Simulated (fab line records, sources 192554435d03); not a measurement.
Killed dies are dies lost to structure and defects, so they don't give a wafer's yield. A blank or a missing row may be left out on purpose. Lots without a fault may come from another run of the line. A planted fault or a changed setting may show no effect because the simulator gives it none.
Problem report in the 8D (eight disciplines) form, filled by code | flow n5_finfet | the parts of the form that need people (team, actions taken, sign-off) are left out

1. THE PROBLEM
spin_speed_rpm at N5_BEOL_M7_COAT_64 reads a mean of 1420.7 rpm on 6 wafers of 2 lots; wafers without a fault read 1500.2 rpm with a standard deviation of 1. That is -80 standard deviations from the usual mean.
The step: time 60 s, resist thk 12 nm.
First seen on wafer L646.1, day 12 09:52, on litho_track-03. The record holds 33 wafers of 11 lots with a number at this step. Rule for "out", or "out of limits": more than 4 standard deviations from the usual mean. The other wafers with a number count as sound.

2. WHAT IT IS AND WHAT IT IS NOT
question                    | is                     | is not
which readings at this step | spin_speed_rpm         | chill_plate_temp_C
which lots                  | L645, L646             | L633, L634, L635, L636, L637, L638, L649, L652, L654
which wafers of those lots  | all that have a number | -
read on which tools         | litho_track-03         | litho_track-02, litho_track-04
when                        | from day 12 09:52      | up to then (18 sound wafers); but 9 sound wafers of L649, L652, L654 came after

3. SUSPECTS, AND WHAT RULES EACH OUT
Counting: a tool at a process step up to the reading stays a suspect if it ran every lot that is out and no sound lot after the first of them.
- litho_track-03 at N5_BEOL_M7_COAT_64 (time 60 s, resist thk 12 nm): kept. It ran every lot that is out, first L646 (day 12 09:52), and no sound lot after that; its last sound lot up to then is L634 (day 9 04:12). Its own readings are out on those wafers: spin_speed_rpm.
Left after counting: litho_track-03 at N5_BEOL_M7_COAT_64.

4. THE CAUSE (what the simulator had put in)
Process parameter drift: litho_track-03, from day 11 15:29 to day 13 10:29, at N5_BEOL_M7_COAT_64. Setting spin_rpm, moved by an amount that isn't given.
Counting left only this tool.

5. THE CHAIN OF EFFECTS, in route order
Each row: a reading whose mean over the struck wafers that have a number lies more than 3 standard deviations from the usual. Only readings for which the record gives a usual standard deviation are gone through. hours: the time from each lot's start at the first step in this table that gives one to its start at this step, as a median over the lots. sigmas: the change in usual standard deviations.
hours | step               | reading        | usual      | on struck wafers | change | sigmas
0     | N5_BEOL_M7_COAT_64 | spin_speed_rpm | 1500.2 rpm | 1420.7           | -79.5  | -80
The process steps in it:
- N5_BEOL_M7_COAT_64: time 60 s, resist thk 12 nm.
Later measuring or inspecting steps at which every struck wafer that the step has a row for has a number for every such reading, and none has moved that far: N5_BEOL_M7_CD_MEAS_28.

6. WHAT WOULD HAVE CAUGHT IT SOONER
In this record the first reading out of limits was taken at day 12 09:52, 18 hours after the fault began at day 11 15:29.
